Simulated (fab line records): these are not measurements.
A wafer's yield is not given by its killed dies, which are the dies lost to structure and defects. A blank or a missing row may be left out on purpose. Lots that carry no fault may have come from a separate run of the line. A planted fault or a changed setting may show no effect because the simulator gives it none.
Problem report in the 8D (eight disciplines) form, filled by code	flow n5-finfet	the parts of the form that need people (team, actions taken, sign-off) are left out

== 1. WHAT IS WRONG ==
Mean of etch-rf-on-time-s at N5_BEOL_M6_ETCH_72: 3.00 s across 4 wafers in 3 lots; on wafers with no fault it is 5.19 s (standard deviation 0.11). Relative to the usual mean, that is a shift of -20 standard deviations.
The step: etches underlayer in N2/H2, target depth 6.5 nm, time 5.2 s.
Seen first at day 10 23:01 on rie-diel-02, wafer L356.1. The record holds 31 wafers of 11 lots with a number at this step. By rule, "out" or "out of limits" means more than 4 standard deviations away from the usual mean. The other wafers with a number count as sound.

== 2. WHAT IT IS, AND WHAT IT ISN'T ==
question	is	is not
which readings at this step	etch-rf-on-time-s	drypump-motor-current-A, rf-vpp-V, showerhead-plenum-p-Torr, throttle-valve-pct
which lots	L356, L358, L360	L350, L353, L354, L355, L367, L368, L369, L372
which wafers of those lots	L356.1, L358.1, L358.2, L360.1	L356.3, L356.6, L360.6
read on which tools	rie-diel-02	rie-diel-01, rie-diel-04
when	from day 10 23:01	up to then (14 sound wafers); but 13 sound wafers of L360, L367, L368, L369, L372 came after

== 3. SUSPECTS, AND WHAT RULES EACH OUT ==
Counting: if a tool at a process step up to the reading ran every lot that is out, it stays a suspect. Sound lots after the first of them don't rule it out here, since some wafers of a struck lot are sound.
- rie-diel-02 at N5_BEOL_M6_ETCH_72 (etches underlayer in N2/H2, target depth 6.5 nm, time 5.2 s): kept. It processed each lot that is out (first: L356, day 10 23:01); up to then, its last sound lot is L355 (day 10 22:37). Its own etch-rf-on-time-s readings are out on those wafers.
After counting, what remains is rie-diel-02 at N5_BEOL_M6_ETCH_72.

== 4. THE CAUSE (what the simulator had put in) ==
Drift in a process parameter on rie-diel-02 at N5_BEOL_M6_ETCH_72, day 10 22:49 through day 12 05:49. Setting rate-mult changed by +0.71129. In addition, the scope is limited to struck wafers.
This tool alone remained once counting was done.

== 5. THE EFFECT CHAIN, in route order ==
One row per reading whose mean, taken over the struck wafers that have a number, lies over 3 standard deviations from the usual. Scope: only readings with a usual standard deviation given in the record; hours: median across lots of the time from each lot's start at the first step in this table that gives one to its start at this step; sigmas: change in usual standard deviations.
hours	step	reading	usual	on struck wafers	change	sigmas
0	N5_BEOL_M6_ETCH_72	etch-rf-on-time-s	5.19 s	3.00	-2.19	-20
0	N5_BEOL_M6_ETCH_72	oes-product-au	0.66 a.u.	0.85	+0.19	+3.2
Process steps it contains:
- N5_BEOL_M6_ETCH_72: etches underlayer in N2/H2, target depth 6.5 nm, time 5.2 s.

== 6. HOW IT WOULD HAVE BEEN CAUGHT EARLIER ==
In this record the first reading out of limits was taken at day 10 23:01, 0 hours after the fault began at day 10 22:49.
